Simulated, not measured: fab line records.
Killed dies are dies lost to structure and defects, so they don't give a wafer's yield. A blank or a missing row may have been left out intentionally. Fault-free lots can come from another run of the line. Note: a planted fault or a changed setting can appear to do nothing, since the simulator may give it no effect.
Split-lot study -- flow n5_finfet -- 39 wafers read from 7 lots, route of 1938 steps

THE SPLIT
At N5_DUMMY_GATE_HM_DEP_06 (deposits SiNx from DCS/NH3, target thk 80 nm, time 5141 s), the setting time_s was moved away from the recipe's 5141 s on 30 of the 39 wafers read, by -10.6% to +14.7%. For the rest of the wafers, this setting stayed at what the recipe calls for.

The reading is taken at the split's own step.

THE READING
SiNx_of_DUMMY_GATE_HM_DEP_06.thk_nm (the simulator's own value, which no gauge read), in nm, at N5_DUMMY_GATE_HM_DEP_06 (deposits SiNx from DCS/NH3, target thk 80 nm, time 5141 s). The file gives no usual value for it. The 9 wafers here that ran the recipe average 80.9 nm, standard deviation 0.34 nm.

wafer,"tool, chamber at the split","time_s as run, s",against the recipe,"SiNx_of_DUMMY_GATE_HM_DEP_06.thk_nm, nm",against lot-mates on the recipe
L074.1,"-, -",5897,+14.7%,92,no lot-mate on the recipe
L074.2,"-, -",5897,+14.7%,92.2,no lot-mate on the recipe
L074.4,"-, -",5897,+14.7%,92.2,no lot-mate on the recipe
L074.3,"-, -",5897,+14.7%,92.6,no lot-mate on the recipe
L074.5,"-, -",5897,+14.7%,92.4,no lot-mate on the recipe
L074.6,"-, -",5897,+14.7%,91.8,no lot-mate on the recipe
L078.3,"lpcvd-01, 1/25",5141,recipe,80.8,-
L078.4,"lpcvd-01, 1/29",5141,recipe,81.2,-
L078.6,"lpcvd-01, 1/39",5141,recipe,80.4,-
L081.1,"-, -",5639,+9.7%,87.6,no lot-mate on the recipe
L081.2,"-, -",5639,+9.7%,87.6,no lot-mate on the recipe
L081.5,"-, -",5639,+9.7%,87.6,no lot-mate on the recipe
L081.3,"-, -",5639,+9.7%,88.4,no lot-mate on the recipe
L081.4,"-, -",5639,+9.7%,88.2,no lot-mate on the recipe
L081.6,"-, -",5639,+9.7%,88.2,no lot-mate on the recipe
L086.1,"-, -",5642,+9.7%,88,no lot-mate on the recipe
L086.2,"-, -",5642,+9.7%,89,no lot-mate on the recipe
L086.3,"-, -",5642,+9.7%,88.6,no lot-mate on the recipe
L086.6,"-, -",5642,+9.7%,88.6,no lot-mate on the recipe
L086.4,"-, -",5642,+9.7%,88.2,no lot-mate on the recipe
L086.5,"-, -",5642,+9.7%,88.2,no lot-mate on the recipe
L093.1,"-, -",4883,-5.0%,75.6,no lot-mate on the recipe
L093.2,"-, -",4883,-5.0%,75.6,no lot-mate on the recipe
L093.4,"-, -",4883,-5.0%,75.6,no lot-mate on the recipe
L093.3,"-, -",4883,-5.0%,76,no lot-mate on the recipe
L093.5,"-, -",4883,-5.0%,75.4,no lot-mate on the recipe
L093.6,"-, -",4883,-5.0%,75.2,no lot-mate on the recipe
L096.1,"-, -",5141,recipe,81.2,-
L096.2,"-, -",5141,recipe,80.6,-
L096.3,"-, -",5141,recipe,80.4,-
L096.4,"-, -",5141,recipe,81,-
L096.5,"-, -",5141,recipe,80.8,-
L096.6,"-, -",5141,recipe,81.4,-
L097.1,"-, -",4597,-10.6%,70.4,no lot-mate on the recipe
L097.4,"-, -",4597,-10.6%,70.4,no lot-mate on the recipe
L097.6,"-, -",4597,-10.6%,70.4,no lot-mate on the recipe
L097.2,"-, -",4597,-10.6%,70,no lot-mate on the recipe
L097.3,"-, -",4597,-10.6%,70,no lot-mate on the recipe
L097.5,"-, -",4597,-10.6%,70.2,no lot-mate on the recipe

FIT RESULTS
A straight line over all 39 wafers: SiNx_of_DUMMY_GATE_HM_DEP_06.thk_nm changes by +0.857 nm for each +1% of time_s; r = +1.00; the points scatter about the line by 0.64 nm.
Too few moved wafers have a lot-mate on the recipe to fit a line with each lot's own level taken away.

FILE'S OWN FIT
SiNx_of_DUMMY_GATE_HM_DEP_06.thk_nm changes by +0.857 nm for each +1% of time_s, r = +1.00.
